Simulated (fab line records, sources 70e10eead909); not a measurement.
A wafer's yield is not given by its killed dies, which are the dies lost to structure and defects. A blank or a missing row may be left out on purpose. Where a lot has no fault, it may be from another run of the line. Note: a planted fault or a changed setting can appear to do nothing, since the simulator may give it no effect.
Matching of chambers | flow nandHarc | 4 sister chambers for NHARC_P_M0_ETCH_34 on rieDiel-09
The step etches the open film in N2/H2, target depth 40 nm, overetch 12 nm, time 43.94 s. 4 wafers are shown with their chamber, then 7 later ones without.

## WAFERS, EACH WITH ITS CHAMBER
wafer  | chamber | drypumpMotorCurrentA (A)
L468.2 | 3       | 5.7
L468.3 | 0       | 5.2
L471.4 | 1       | 6.3
L472.5 | 2       | 6.0

## WAFERS MISSING THEIR CHAMBER
wafer  | drypumpMotorCurrentA (A)
L472.6 | 6.4
L473.1 | 5.7
L473.3 | 5.2
L473.4 | 6.0
L481.3 | 6.3
L481.5 | 6.0
L481.6 | 6.4

## WHICH CHAMBER EACH ONE RAN IN
wafer  | from the rows above | in truth
L472.6 | 1                   | 1
L473.1 | 3                   | 3
L473.3 | 0                   | 0
L473.4 | 2                   | 2
L481.3 | 1                   | 1
L481.5 | 2                   | 2
L481.6 | 1                   | 1
Correctly placed: 7 of 7. Can't be placed from these rows: 0. Number placed wrongly: 0.
How it was worked out, from the rows above alone: a wafer's distance from a chamber is the root of the sum, over the readings, of the square of ((its reading less the chamber's mean) divided by the reading's scatter). The wafer belongs to the nearest chamber; if the next one is less than 2 further off, it can't be placed. For every chamber, the mean is computed from those of its wafers that are shown. The scatter (one wafer shown for each chamber): square how far every hidden wafer sits from the nearest shown wafer, average those squares and take the square root.
